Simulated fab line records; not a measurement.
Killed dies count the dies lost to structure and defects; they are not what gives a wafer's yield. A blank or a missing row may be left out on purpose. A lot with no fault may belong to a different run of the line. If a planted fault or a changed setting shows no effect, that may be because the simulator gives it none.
fab line records | flow n5Finfet
record lots=7 wafers=21
route steps=1938 shown SD_EPI_P@312 HKMG_FIN@403 GATE_CUT@469 MOL_CONTACT_COAG@586 BEOL_M0_SAQP@635
startH: hours from the record's opening day to when the first of the lot's shown wafers began | waitH: hours elapsed since this lot's preceding step | " identical to the entry in the row above | L1.1+2: a single row standing in for several wafers | - either no value or no given start | * or withheld: withheld | < > ~ a bound
route shown NAME@n: NAME is a module with steps in the file, n the number in the route of the first one | usual: mean/standard deviation of fault-free wafers | same: alike in all rows | chamber/n: place in a boat | sites: per-site readings | _std_site: standard deviation across them | _edge_site: the outer-site mean with the inner-site mean subtracted | radiusMm: how far each site lies from the wafer's centre | mask NAME#n: copy n | behind: the last tool/chamber to shape the wafer | hold: the reason the lot was held/the length of the hold in hours/how it ended | device: the transistor (n, p or np) that didn't switch | end of line: the tests these same wafers got at the end of their route | for a step that has no rows: nothing shown but its recipe | killed: dies lost to structure and defects at the first sort, not the wafer's yield | map: the dies of a wafer, with x for killed, . for not killed, _ for no die there
set.NAME: the run value of the setting; set.NAME@STEP: its run value at that earlier step | model.NAME: the simulator's own value behind a step, which no gauge read
lots whose settings were changed on purpose; a table a step, a row a wafer
## steps
# step N5_SD_EPI_P_ETCH_16
# recipe chemistry=CHF3/O2 target=SiO2 targetDepthA=50 maskMaterial=SOC pressureMtorr=30 sourceW=650 biasW=170 Ar_flow_sccm=200 CHF3_flow_sccm=50 O2_flow_sccm=5 ionEnergyEv=200
# columns lot.wafer tool chamber startH waitH set.targetDepthA model.etch.depthNm
L076.1 rieDiel-04 3 65.49 0.1 50 5.021
L076.5 " 1 " " 50 4.798
L076.6 " 0 " " 50 5.062
L080.2 rieDiel-04 0 92.35 0.1 54.36 5.509
L080.4 " 0 " " 54.36 5.46
L080.5 " 3 " " 50 4.963
L081.2 rieDiel-06 1 96.66 0.1 45.05 4.563
L081.3 " 2 " " 45.05 4.44
L081.4 " 3 " " 50 5.097
L084.3 rieDiel-04 1 117.14 0.1 50 4.711
L084.5 " 1 " " 50 4.75
L084.6 " 0 " " 55.13 5.535
L091.1 rieDiel-04 0 161.86 0.1 50 4.946
L091.4 " 1 " " 50 4.74
L091.5 " 2 " " 50 4.962
L093.3 rieDiel-04 3 172.89 0.1 50 4.901
L093.5 " 0 " " 50 4.905
L093.6 " 1 " " 50 4.68
L094.1 rieDiel-04 3 175.44 0.1 50 4.994
L094.2 " 0 " " 50 5.01
L094.5 " 0 " " 50 4.952
# step N5_HKMG_FIN_ETCH_55
# recipe chemistry=N2/H2 target=SOC targetDepthA=2400 tempC=40 timeS=300 ionEnergyEv=200 maskMaterial=SiARC pressureMtorr=30 sourceW=840 biasW=150 n2FlowSccm=200 h2FlowSccm=200
# columns lot.wafer tool chamber startH waitH set.timeS model.HKMG_FIN.featureDepthNm model.etch.depthNm
L076.1 rieDiel-05 2 82.77 0.0 300 231 231
L076.5 " 1 " " 300 247.4 247.5
L076.6 " 2 " " 300 230.6 230.7
L080.2 rieDiel-01 2 110.88 0.0 347.6 262.6 262.6
L080.4 " 0 " " 347.6 279.4 279.4
L080.5 " 3 " " 300 235.4 235.3
L081.2 rieDiel-01 3 113.84 0.0 300 234.8 234.9
L081.3 " 0 " " 300 244.8 244.8
L081.4 " 1 " " 300 239.8 239.8
L084.3 rieDiel-05 1 133.69 0.0 300 245.6 245.6
L084.5 " 3 " " 300 244.8 244.7
L084.6 " 2 " " 343.9 264.8 264.9
L091.1 rieDiel-01 3 179.82 0.0 300 231.8 231.8
L091.4 " 1 " " 300 235.6 235.7
L091.5 " 3 " " 300 231.2 231.3
L093.3 rieDiel-02 0 190.71 0.0 300 240.6 240.7
L093.5 " 2 " " 300 234 234.1
L093.6 " 3 " " 300 253.6 253.7
L094.1 rieDiel-05 3 192.20 0.0 300 243 243
L094.2 " 0 " " 241.8 209.8 209.7
L094.5 " 3 " " 241.8 195.4 195.3
# step N5_HKMG_FIN_ETCH_58
# recipe chemistry=N2/H2 target=SOC targetDepthA=2158 ionEnergyEv=50 biasW=13 timeS=741 pressureMtorr=30 sourceW=875 n2FlowSccm=200 h2FlowSccm=200
# usual rfVppV=99.3/0.9
# columns lot.wafer tool chamber startH waitH set.sourceW rfVppV
L076.1 rieDiel-05 2 82.98 0.0 875 100.1
L076.5 " 1 " " 875 99.5
L076.6 " 2 " " 919.5 98.6
L080.2 rieDiel-01 2 111.09 0.0 1020 94.7
L080.4 " 0 " " 1020 92.9
L080.5 " 3 " " 875 101.6
L081.2 rieDiel-01 3 114.05 0.0 875 98.7
L081.3 " 0 " " 804.3 100.6
L081.4 " 1 " " 875 100.0
L084.3 rieDiel-05 1 133.90 0.0 875 100.9
L084.5 " 3 " " 749.7 105.1
L084.6 " 2 " " 875 98.4
L091.1 rieDiel-01 3 180.03 0.0 875 99.0
L091.4 " 1 " " 875 100.0
L091.5 " 3 " " 875 97.3
L093.3 rieDiel-02 0 190.92 0.0 875 97.6
L093.5 " 2 " " 875 100.5
L093.6 " 3 " " 875 98.2
L094.1 rieDiel-05 3 192.41 0.0 875 99.2
L094.2 " 0 " " 875 99.4
L094.5 " 3 " " 875 98.9
# step N5_GATE_CUT_ETCH_58
# recipe chemistry=CH3F/O2 target=SiNx targetDepthA=170 timeS=128.6 ionEnergyEv=50 pressureMtorr=30 sourceW=415 biasW=21 Ar_flow_sccm=150 CH3F_flow_sccm=30 O2_flow_sccm=20
# usual rfVppV=99.1/0.99
# columns lot.wafer tool chamber startH waitH set.biasW rfVppV model.etch.depthNm
L076.1 rieDiel-03 0 90.77 0.0 21 99.8 17.58
L076.5 " 0 " " 21 99.1 17.59
L076.6 " 3 " " 21 100.1 16.72
L080.2 rieDiel-04 2 120.06 0.1 21 99.6 17.12
L080.4 " 0 " " 18.05 89.0 15.86
L080.5 " 2 " " 18.05 89.9 16.09
L081.2 rieDiel-04 1 122.22 0.1 17.52 88.8 14.91
L081.3 " 2 " " 21 99.0 17.25
L081.4 " 0 " " 21 100.0 17.06
L084.3 rieDiel-03 1 141.61 0.0 22.43 103.0 17.77
L084.5 " 3 " " 22.43 103.6 17.3
L084.6 " 0 " " 21 102.0 17.63
L091.1 rieDiel-03 1 188.29 0.1 21 99.1 17
L091.4 " 3 " " 21 96.1 16.83
L091.5 " 0 " " 21 99.6 17.1
L093.3 rieDiel-03 0 198.78 0.1 21 99.6 17.39
L093.5 " 3 " " 17.3 86.3 15.34
L093.6 " 0 " " 17.3 88.4 16.09
L094.1 rieDiel-04 1 200.90 0.0 17.36 88.6 14.84
L094.2 " 3 " " 21 97.9 17.02
L094.5 " 3 " " 21 99.3 16.87
# step N5_GATE_CUT_ALD_22
# recipe material=SiNx targetThkA=160 tempC=400 aldPrecursorFamily=SiH2I2 aldCoReactant=N2/H2-plasma pulseTimeS=1 aldCycles=320 purgeTimeS=2 coReactantPurgeTimeS=2 pressureTorr=2
# columns lot.wafer tool chamber startH waitH set.aldCycles model.SiNx_of_GATE_CUT_ALD_22.thkNm
L076.1 aldSin-03 3 96.85 1.1 320 15.8
L076.5+6 " 2,3 " " 320 16
L080.2 aldSin-02 0 127.67 3.3 368 18.4
L080.4+5 " 2,0 " " 320 16
L081.2+4 aldSin-01 2,3 127.77 1.2 320 15.8
L081.3 " 0 " " 320 16
L084.3 aldSin-03 0 146.21 0.4 355 17.8
L084.5+6 " 3,0 " " 320 16
L091.1+4 aldSin-01 0,1 194.02 0.0 320 16
L091.5 " 3 " " 320 15.8
L093.3+5+6 aldSin-01 0,1,2 203.17 0.0 320 16
L094.1+5 aldSin-01 3,0 205.79 0.3 352 17.6
L094.2 " 2 " " 352 17.4
# step N5_MOL_CONTACT_COAG_VIA_ETCH_46
# recipe chemistry=C4F6/O2 targetDepthA=460 overetchA=92 maskMaterial=SOC target=SiO2 biasW=455 pressureMtorr=10 timeS=40 sourceW=325 Ar_flow_sccm=300 C4F6_flow_sccm=10 O2_flow_sccm=10 ionEnergyEv=575.3 ends=endPoint
# usual rfVppV=1602/28
# columns lot.wafer tool chamber startH waitH set.biasW rfVppV
L076.1 rieDiel-02 3 109.90 0.0 455 1586
L076.5 " 3 " " 382.5 1392
L076.6 " 0 " " 455 1638
L080.2 rieDiel-02 1 144.18 0.0 455 1593
L080.4 " 1 " " 455 1594
L080.5 " 0 " " 455 1638
L081.2 rieDiel-01 1 144.54 0.0 400.4 1482
L081.3 " 0 " " 455 1619
L081.4 " 3 " " 400.4 1430
L084.3 rieDiel-01 2 159.36 0.0 455 1617
L084.5 " 3 " " 476.8 1631
L084.6 " 0 " " 455 1619
L091.1 rieDiel-01 1 209.79 0.0 455 1631
L091.4 " 1 " " 455 1630
L091.5 " 3 " " 455 1574
L093.3 rieDiel-01 1 218.25 0.0 455 1629
L093.5 " 1 " " 455 1628
L093.6 " 0 " " 424.5 1563
L094.1 rieDiel-01 3 220.69 0.0 422.6 1490
L094.2 " 1 " " 422.6 1543
L094.5 " 2 " " 455 1616
# step N5_BEOL_M0_SAQP_PECVD_03
# recipe material=SiCN targetThkA=120 tempC=withheld precursor=3MS/NH3 pressureTorr=3 rfW=202 timeS=21.1
# columns lot.wafer tool chamber startH waitH set.timeS model.SiCN_of_BEOL_M0_SAQP_PECVD_03.thkNm
L076.1 pecvd-04 1 119.53 0.1 21.1 11.6
L076.5 " 0 " " 18.84 10.6
L076.6 " 1 " " 21.1 12
L080.2 pecvd-03 1 150.63 0.1 18.25 10.2
L080.4 " 2 " " 21.1 12
L080.5 " 1 " " 18.25 10.4
L081.2 pecvd-04 0 154.22 0.1 21.1 11.8
L081.3 " 2 " " 21.1 12
L081.4 " 0 " " 19.83 11.4
L084.3 pecvd-02 1 169.27 0.1 23.05 13
L084.5 " 0 " " 21.1 12
L084.6 " 1 " " 23.05 13.2
L091.1+5 pecvd-04 2,0 216.78 0.1 21.1 12
L091.4 " 2 " " 21.1 12.2
L093.3 pecvd-04 0 225.57 0.1 21.1 12
L093.5 " 2 " " 21.1 12.4
L093.6 " 0 " " 21.1 12.2
L094.1 pecvd-04 2 229.07 0.1 22.12 12.4
L094.2 " 0 " " 22.12 12.2
L094.5 " 0 " " 21.1 11.8
# step N5_BEOL_M0_SAQP_PECVD_96
# recipe material=a-Si targetThkA=450 tempC=350 precursor=SiH4/He pressureTorr=3 rfW=100 timeS=45.2
# columns lot.wafer tool chamber startH waitH set.timeS model.a-Si_of_BEOL_M0_SAQP_PECVD_96.thkNm
L076.1 pecvd-04 1 119.56 0.0 45.2 45.4
L076.5 " 0 " " 48.87 48.4
L076.6 " 1 " " 48.87 49.6
L080.2 pecvd-03 1 150.66 0.0 45.2 45.6
L080.4 " 2 " " 45.2 45.4
L080.5 " 1 " " 50.48 50.8
L081.2 pecvd-04 0 154.25 0.0 49.14 48.4
L081.3 " 2 " " 49.14 48.6
L081.4 " 0 " " 45.2 45
L084.3 pecvd-02 1 169.32 0.0 50.52 49.8
L084.5 " 0 " " 50.52 50
L084.6 " 1 " " 45.2 44.4
L091.1 pecvd-04 2 216.81 0.0 45.2 44.6
L091.4+5 " 2,0 " " 45.2 44.8
L093.3 pecvd-04 0 225.60 0.0 45.2 43.8
L093.5 " 2 " " 45.2 45.4
L093.6 " 0 " " 45.2 44.6
L094.1 pecvd-04 2 229.09 0.0 45.2 45.2
L094.2 " 0 " " 45.2 43.8
L094.5 " 0 " " 45.2 44.8
# step N5_BEOL_M0_SAQP_PECVD_97
# recipe material=SiNx targetThkA=230 tempC=350 precursor=SiH4/NH3/N2 pressureTorr=1.5 rfW=300 timeS=19.9
# step N5_BEOL_M0_SAQP_PECVD_04
# recipe material=a-Si targetThkA=600 tempC=350 precursor=SiH4/He pressureTorr=3 rfW=100 timeS=60.2
# step N5_BEOL_M0_SAQP_ETCH_101
# recipe chemistry=CH3F/O2 target=SiNx maskMaterial=SiO2 targetDepthA=299 timeS=42.7 pressureMtorr=30 sourceW=395 biasW=73 Ar_flow_sccm=150 CH3F_flow_sccm=30 O2_flow_sccm=20 ionEnergyEv=120
# step N5_BEOL_M0_SAQP_ETCH_102
# recipe chemistry=CF4 target=SiO2 targetDepthA=40 ionEnergyEv=350 timeS=4.4 pressureMtorr=10 icpW=800 biasW=400 cf4FlowSccm=80
# step N5_BEOL_M0_SAQP_MANDREL_ETCH_103
# recipe chemistry=HBr/Cl2 target=a-Si targetDepthA=450 btTimeS=10 stopOn=SiCN maskMaterial=SiO2 overEtchFrac=0.8 timeS=27 pressureMtorr=10 icpW=800 biasW=75 HBr_flow_sccm=150 Cl2_flow_sccm=80 ends=endPoint
# usual oesProductAu=0.688/0.013
# columns lot.wafer tool chamber startH waitH set.timeS@BEOL_M0_SAQP_PECVD_96 oesProductAu model.etch.depthNm
L076.1 rieSi-04 0 122.80 0.0 45.2 0.680 45.47
L076.5 " 1 " " 48.87 0.709 48.41
L076.6 " 0 " " 48.87 0.722 49.59
L080.2 rieSi-01 0 154.79 0.0 45.2 0.691 45.56
L080.4 " 2 " " 45.2 0.672 45.35
L080.5 " 3 " " 50.48 0.751 50.87
L081.2 rieSi-01 0 156.62 0.0 49.14 0.720 48.42
L081.3 " 1 " " 49.14 0.726 48.59
L081.4 " 2 " " 45.2 0.674 44.93
L084.3 rieSi-06 2 173.26 0.0 50.52 0.737 49.81
L084.5 " 2 " " 50.52 0.734 50.07
L084.6 " 3 " " 45.2 0.698 44.5
L091.1 rieSi-01 0 219.65 0.0 45.2 0.681 44.52
L091.4 " 2 " " 45.2 0.670 44.84
L091.5 " 2 " " 45.2 0.663 44.81
L093.3 rieSi-06 3 229.94 0.0 45.2 0.698 43.79
L093.5 " 2 " " 45.2 0.689 45.31
L093.6 " 3 " " 45.2 0.697 44.64
L094.1 rieSi-01 2 232.56 0.0 45.2 0.673 45.29
L094.2 " 1 " " 45.2 0.683 43.79
L094.5 " 2 " " 45.2 0.659 44.71
# step N5_BEOL_M0_SAQP_RECESS_104
# recipe chemistry=HF/NH3 target=SiO2 targetDepthA=180 afsCycles=3 tempC=30 sublimationTempC=180 sublimationTimeS=60
# step N5_BEOL_M0_SAQP_COAT_105
# recipe resist=SOC tempC=250 timeS=60 spinRpm=1500 resistThkNm=100
# step N5_BEOL_M0_SAQP_ETCH_106
# recipe chemistry=N2/H2 target=SOC targetDepthA=1500 stopOn=SiNx ionEnergyEv=100 biasW=61 pressureMtorr=30 sourceW=850 n2FlowSccm=200 h2FlowSccm=200
# step N5_BEOL_M0_SAQP_ETCH_107
# recipe chemistry=CH3F/O2 target=SiNx targetDepthA=300 maskMaterial=SOC pressureMtorr=30 sourceW=395 biasW=73 Ar_flow_sccm=150 CH3F_flow_sccm=30 O2_flow_sccm=20 ionEnergyEv=120
# columns lot.wafer tool chamber startH waitH set.timeS@BEOL_M0_SAQP_PECVD_96 model.a-Si_of_BEOL_M0_SAQP_PECVD_96.thkNm
L076.1 rieDiel-04 2 123.45 0.0 45.2 44.8
L076.5 " 2 " " 48.87 47.8
L076.6 " 0 " " 48.87 49
L080.2 rieDiel-03 1 155.38 0.0 45.2 45
L080.4 " 0 " " 45.2 44.8
L080.5 " 1 " " 50.48 50.2
L081.2 rieDiel-04 0 157.21 0.0 49.14 47.8
L081.3 " 3 " " 49.14 48
L081.4 " 2 " " 45.2 44.4
L084.3 rieDiel-06 2 173.87 0.0 50.52 49.2
L084.5 " 2 " " 50.52 49.4
L084.6 " 1 " " 45.2 44
L091.1 rieDiel-06 0 220.24 0.0 45.2 44
L091.4+5 " 0,3 " " 45.2 44.2
L093.3 rieDiel-06 0 230.53 0.0 45.2 43.2
L093.5 " 3 " " 45.2 44.8
L093.6 " 0 " " 45.2 44
L094.1 rieDiel-06 3 233.15 0.0 45.2 44.8
L094.2 " 1 " " 45.2 43.2
L094.5 " 3 " " 45.2 44.2
# step N5_BEOL_M0_SAQP_STRIP_108
# recipe chemistry=N2/H2 powerW=500 tempC=40 pressureMtorr=50 rfFrequencyHz=6e+07 overashFraction=0.3 biasPowerW=28 h2Frac=0.5 n2FlowSccm=300 h2FlowSccm=300
# step N5_BEOL_M0_SAQP_RECESS_109
# recipe chemistry=HF/NH3 target=SiO2 targetDepthA=30 afsCycles=1 tempC=30 sublimationTempC=180 sublimationTimeS=60
# columns lot.wafer tool chamber startH waitH set.timeS@BEOL_M0_SAQP_PECVD_03 model.SiCN_of_BEOL_M0_SAQP_PECVD_03.thkNm
L076.1 vaporEtch-02 1 123.55 0.0 21.1 8
L076.5 " 1 " " 18.84 7.4
L076.6 " 0 " " 21.1 8.4
L080.2 vaporEtch-01 0 155.75 0.3 18.25 6.6
L080.4 " 1 " " 21.1 8.6
L080.5 " 0 " " 18.25 6.8
L081.2 vaporEtch-01 1 157.31 0.0 21.1 8.2
L081.3 " 1 " " 21.1 8.6
L081.4 " 0 " " 19.83 8
L084.3 vaporEtch-02 1 174.02 0.1 23.05 9.6
L084.5 " 0 " " 21.1 8.6
L084.6 " 1 " " 23.05 9.8
L091.1+5 vaporEtch-02 0,1 220.34 0.0 21.1 8.4
L091.4 " 1 " " 21.1 8.8
L093.3 vaporEtch-01 1 230.67 0.1 21.1 8.6
L093.5+6 " 1,0 " " 21.1 8.8
L094.1 vaporEtch-01 1 233.25 0.0 22.12 9
L094.2 " 0 " " 22.12 8.8
L094.5 " 0 " " 21.1 8.4
# step N5_BEOL_M0_SAQP_EXPOSE_37
# recipe maskId=M0_CUT1 na=0.33 sourceShape=annular sigmaInner=0.35 sigmaOuter=0.8 polarization=unpolarized targetCdNm=30 doseMj=44.75
# columns lot.wafer tool chamber startH waitH mask set.doseMj
L076.1 euvScanner-02 0 125.73 - M0_CUT1#0 44.75
L076.5+6 " 0 " " M0_CUT1#0 46.79
L080.2+5 euvScanner-01 0 157.88 - M0_CUT1#0 44.75
L080.4 " 0 " " M0_CUT1#0 41.46
L081.2+3+4 euvScanner-02 0 159.41 - M0_CUT1#0 44.75
L084.3+5+6 euvScanner-02 0 175.24 - M0_CUT1#0 44.75
L091.1+4+5 euvScanner-02 0 221.49 - M0_CUT1#0 44.75
L093.3 euvScanner-02 0 233.01 - M0_CUT1#0 43.85
L093.5+6 " 0 " " M0_CUT1#0 44.75
L094.1+2+5 euvScanner-01 0 235.41 - M0_CUT1#0 44.75
# step N5_BEOL_M0_SAQP_PEB_38
# recipe pebTempC=100 pebTimeS=60 resist=CAR-EUV
# step N5_BEOL_M0_SAQP_DEVELOP_39
# recipe developTimeS=30 developer=TMAH resist=CAR-EUV rinseLiquid=surfactantRinse dry=airSpin devTempC=23
# step N5_BEOL_M0_SAQP_CD_MEAS_40
# recipe targetCdNm=30 landingEnergyEv=500 detector=seInlens
# usual cdNm=30.05/0.25
# columns lot.wafer tool chamber startH waitH set.doseMj@BEOL_M0_SAQP_EXPOSE_37 cdNm
L076.1 cdSem-02 0 125.86 - 44.75 30.09
L076.5 " 0 " " 46.79 31.39
L076.6 " 0 " " 46.79 31.45
L080.2 cdSem-03 0 158.01 - 44.75 29.86
L080.4 " 0 " " 41.46 28.28
L080.5 " 0 " " 44.75 29.68
L081.2 cdSem-03 0 159.54 - 44.75 29.86
L081.3 " 0 " " 44.75 29.90
L081.4 " 0 " " 44.75 29.86
L084.3 cdSem-01 0 175.36 - 44.75 29.71
L084.5 " 0 " " 44.75 30.27
L084.6 " 0 " " 44.75 29.96
L091.1 cdSem-01 0 221.63 - 44.75 30.35
L091.4 " 0 " " 44.75 30.30
L091.5 " 0 " " 44.75 30.26
L093.3 cdSem-02 0 233.14 - 43.85 29.44
L093.5 " 0 " " 44.75 29.77
L093.6 " 0 " " 44.75 29.75
L094.1 cdSem-03 0 235.54 - 44.75 29.86
L094.2 " 0 " " 44.75 29.90
L094.5 " 0 " " 44.75 29.83
# step N5_BEOL_M0_SAQP_DESCUM_45
# recipe chemistry=O2 timeS=7 sourcePowerW=50 biasPowerW=20 pressureMtorr=20 rfFrequencyHz=2.712e+07 tempC=40 resist=CAR-EUV o2FlowSccm=225
# columns lot.wafer tool chamber startH waitH set.doseMj@BEOL_M0_SAQP_EXPOSE_37 model.BEOL_M0_SAQP.cdNm
L076.1 rieDiel-03 1 125.99 0.0 44.75 30
L076.5+6 " 0,1 " " 46.79 31
L080.2+5 rieDiel-03 2,1 158.13 0.0 44.75 30
L080.4 " 3 " " 41.46 28.2
L081.2 rieDiel-03 2 159.81 0.2 44.75 30.2
L081.3 " 0 " " 44.75 29.8
L081.4 " 1 " " 44.75 30
L084.3 rieDiel-06 2 175.49 0.0 44.75 30.2
L084.5 " 2 " " 44.75 30.4
L084.6 " 1 " " 44.75 29.6
L091.1+4+5 rieDiel-04 3,2,0 221.76 0.0 44.75 30.4
L093.3 rieDiel-04 2 233.26 0.0 43.85 29.6
L093.5 " 2 " " 44.75 30
L093.6 " 3 " " 44.75 30.2
L094.1+5 rieDiel-03 0,2 236.30 0.7 44.75 29.8
L094.2 " 1 " " 44.75 30
# step N5_BEOL_M0_SAQP_ETCH_88
# recipe chemistry=N2/H2 target=underlayer targetDepthA=65 timeS=5.2 ionEnergyEv=200 maskMaterial=CAR-EUV pressureMtorr=30 sourceW=840 biasW=150 n2FlowSccm=200 h2FlowSccm=200 ends=cleared
# columns lot.wafer tool chamber startH waitH set.doseMj@BEOL_M0_SAQP_EXPOSE_37 model.BEOL_M0_SAQP.cdNm
L076.1 rieDiel-03 1 126.03 0.0 44.75 30.2
L076.5 " 0 " " 46.79 31.2
L076.6 " 1 " " 46.79 31
L080.2+5 rieDiel-03 2,1 158.17 0.0 44.75 30
L080.4 " 3 " " 41.46 28.4
L081.2+4 rieDiel-03 2,1 159.84 0.0 44.75 30.2
L081.3 " 0 " " 44.75 29.8
L084.3 rieDiel-06 2 175.52 0.0 44.75 30.2
L084.5 " 2 " " 44.75 30.4
L084.6 " 1 " " 44.75 29.8
L091.1+4+5 rieDiel-04 3,2,0 221.80 0.0 44.75 30.4
L093.3 rieDiel-04 2 233.29 0.0 43.85 29.6
L093.5+6 " 2,3 " " 44.75 30.2
L094.1 rieDiel-03 0 236.33 0.0 44.75 29.6
L094.2 " 1 " " 44.75 30
L094.5 " 2 " " 44.75 29.8
## key
split step=N5_SD_EPI_P_ETCH_16 setting=targetDepthA stated=50 by=wafer
response step=N5_SD_EPI_P_ETCH_16 reading=model.etch.depthNm change=+0.067 per=1% r=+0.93
split step=N5_HKMG_FIN_ETCH_55 setting=timeS stated=300 by=wafer
response step=N5_HKMG_FIN_ETCH_55 reading=model.HKMG_FIN.featureDepthNm change=+1.94 per=1% r=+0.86
response step=N5_HKMG_FIN_ETCH_55 reading=model.etch.depthNm change=+1.95 per=1% r=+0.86
split step=N5_HKMG_FIN_ETCH_58 setting=sourceW stated=875 by=wafer
response step=N5_HKMG_FIN_ETCH_58 reading=rfVppV change=-0.391 per=1% r=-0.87
split step=N5_GATE_CUT_ETCH_58 setting=biasW stated=21 by=wafer
response step=N5_GATE_CUT_ETCH_58 reading=rfVppV change=+0.637 per=1% r=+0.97
response step=N5_GATE_CUT_ETCH_58 reading=model.etch.depthNm change=+0.105 per=1% r=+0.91
split step=N5_GATE_CUT_ALD_22 setting=aldCycles stated=320 by=wafer
response step=N5_GATE_CUT_ALD_22 reading=model.SiNx_of_GATE_CUT_ALD_22.thkNm change=+0.162 per=1% r=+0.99
split step=N5_MOL_CONTACT_COAG_VIA_ETCH_46 setting=biasW stated=455 by=wafer
response step=N5_MOL_CONTACT_COAG_VIA_ETCH_46 reading=rfVppV change=+12.9 per=1% r=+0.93
split step=N5_BEOL_M0_SAQP_PECVD_03 setting=timeS stated=21.1 by=wafer
response step=N5_BEOL_M0_SAQP_PECVD_03 reading=model.SiCN_of_BEOL_M0_SAQP_PECVD_03.thkNm change=+0.116 per=1% r=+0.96
response step=N5_BEOL_M0_SAQP_RECESS_109 reading=model.SiCN_of_BEOL_M0_SAQP_PECVD_03.thkNm change=+0.111 per=1% r=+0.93
split step=N5_BEOL_M0_SAQP_PECVD_96 setting=timeS stated=45.2 by=wafer
response step=N5_BEOL_M0_SAQP_PECVD_96 reading=model.a-Si_of_BEOL_M0_SAQP_PECVD_96.thkNm change=+0.447 per=1% r=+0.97
response step=N5_BEOL_M0_SAQP_MANDREL_ETCH_103 reading=oesProductAu change=+0.00473 per=1% r=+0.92
response step=N5_BEOL_M0_SAQP_MANDREL_ETCH_103 reading=model.etch.depthNm change=+0.449 per=1% r=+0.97
response step=N5_BEOL_M0_SAQP_ETCH_107 reading=model.a-Si_of_BEOL_M0_SAQP_PECVD_96.thkNm change=+0.441 per=1% r=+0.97
split step=N5_BEOL_M0_SAQP_EXPOSE_37 setting=doseMj stated=44.75 by=wafer
response step=N5_BEOL_M0_SAQP_CD_MEAS_40 reading=cdNm change=+0.224 per=1% r=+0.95
response step=N5_BEOL_M0_SAQP_DESCUM_45 reading=model.BEOL_M0_SAQP.cdNm change=+0.238 per=1% r=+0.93
response step=N5_BEOL_M0_SAQP_ETCH_88 reading=model.BEOL_M0_SAQP.cdNm change=+0.216 per=1% r=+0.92
